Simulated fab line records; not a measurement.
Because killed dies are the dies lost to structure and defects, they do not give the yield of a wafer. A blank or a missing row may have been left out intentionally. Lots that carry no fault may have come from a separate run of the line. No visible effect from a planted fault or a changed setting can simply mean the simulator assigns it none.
Split-lot trial	flow n5 finfet	21 wafers read from 7 lots, route of 1938 steps

SPLIT DETAILS
At N5_HKMG_FIN_ETCH_35 (etches SOC in N2/H2, target depth 215.8 nm, time 243.4 s), the setting source w was moved away from the recipe's 3000 W on 4 of the 21 wafers read, by -13.7% to +11.9%. All remaining wafers had this setting at the recipe value.

The reading comes from the split's own step.

THE READING
rf vpp V, in V, at N5_HKMG_FIN_ETCH_35 (etches SOC in N2/H2, target depth 215.8 nm, time 243.4 s). Typical for fault-free wafers on this fab line: 141.4 V, with standard deviation 0.97 V.

wafer	tool, chamber at the split	source w as run, W	against the recipe	rf vpp V, V	against lot-mates on the recipe
L074.2	rie diel-05, 3	3000	recipe	140.9	-
L074.3	rie diel-05, 2	3000	recipe	141.3	-
L074.5	rie diel-05, 1	3000	recipe	140.8	-
L077.2	rie diel-01, 3	2822	-5.9%	144.1	+2.0
L077.3	rie diel-01, 1	3000	recipe	143.1	-
L077.5	rie diel-01, 0	3000	recipe	141.0	-
L087.1	rie diel-01, 3	3000	recipe	141.6	-
L087.2	rie diel-01, 1	3357	+11.9%	136.5	-4.6
L087.4	rie diel-01, 3	3000	recipe	140.5	-
L088.1	rie diel-05, 0	3000	recipe	142.0	-
L088.3	rie diel-05, 2	3000	recipe	141.6	-
L088.5	rie diel-05, 3	3000	recipe	141.0	-
L093.4	rie diel-05, 1	3000	recipe	140.8	-
L093.5	rie diel-05, 2	3000	recipe	141.5	-
L093.6	rie diel-05, 1	3000	recipe	140.5	-
L095.2	rie diel-01, 2	2590	-13.7%	149.9	+8.3
L095.3	rie diel-01, 1	3000	recipe	142.2	-
L095.4	rie diel-01, 2	3000	recipe	141.0	-
L096.1	rie diel-04, 0	3000	recipe	140.4	-
L096.2	rie diel-04, 2	3000	recipe	139.2	-
L096.4	rie diel-04, 3	2706	-9.8%	149.4	+9.6

FIT RESULTS
A straight line over all 21 wafers: rf vpp V changes by -0.586 V for each +1% of source w; r = -0.93; the points scatter about the line by 1.1 V.
The same after taking each lot's own level away (the mean of its wafers on the recipe; 21 wafers): -0.586 V for each +1%; r = -0.92; scatter 1.2 V.
Per that fit: largest source w move, reading shift of 8 V.
Across the lots, their own levels run from 139.80 to 142.05 V, a range of 2.3 times the standard deviation given above.
The two slopes agree, so the slope changes little with the lot-to-lot level.
Check: for one of the wafers moved furthest among these (-13.7%), held out of the fit, the line's prediction against its lot-mates is +8.23 V. It came out at +8.3 V against them.
Tool readings at the split's step, against how far the setting was moved: rf vpp V r = -0.93.

THESE WAFERS: OTHER SPLITS
Before the reading, these wafers also passed through other splits. Each is held against what the fit with the lots' levels taken away leaves over:
other split on the same wafers	wafers away from the commonest value	r with rf vpp V (lot level and that fit taken away)
N5_SD_EPI_P_EPI_21 epi growth time s	6	-0.06

THE WHOLE CHAIN: every reading that the file lists as answering this split, in the file's order
step	what it does	reading	change (the file's fit)	r (the file's)
N5_HKMG_FIN_ETCH_35	etches SOC in N2/H2, target depth 215.8 nm, time 243.4 s	rf vpp V	-0.594 V for each +1% of the setting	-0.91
N5_HKMG_FIN_ETCH_35	etches SOC in N2/H2, target depth 215.8 nm, time 243.4 s	etch.depth nm (the simulator's own value, which no gauge read)	+2.27 nm for each +1% of the setting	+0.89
N5_HKMG_FIN_ETCH_35	etches SOC in N2/H2, target depth 215.8 nm, time 243.4 s	HKMG_FIN.feature depth nm (the simulator's own value, which no gauge read)	+2.27 nm for each +1% of the setting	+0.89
N5_HKMG_FIN_ETCH_35	etches SOC in N2/H2, target depth 215.8 nm, time 243.4 s	SOC_of_HKMG_FIN_COAT_29.thk nm (the simulator's own value, which no gauge read)	-2.27 nm for each +1% of the setting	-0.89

THE FILE'S OWN FIT
rf vpp V changes by -0.594 V for each +1% of source w, r = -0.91.
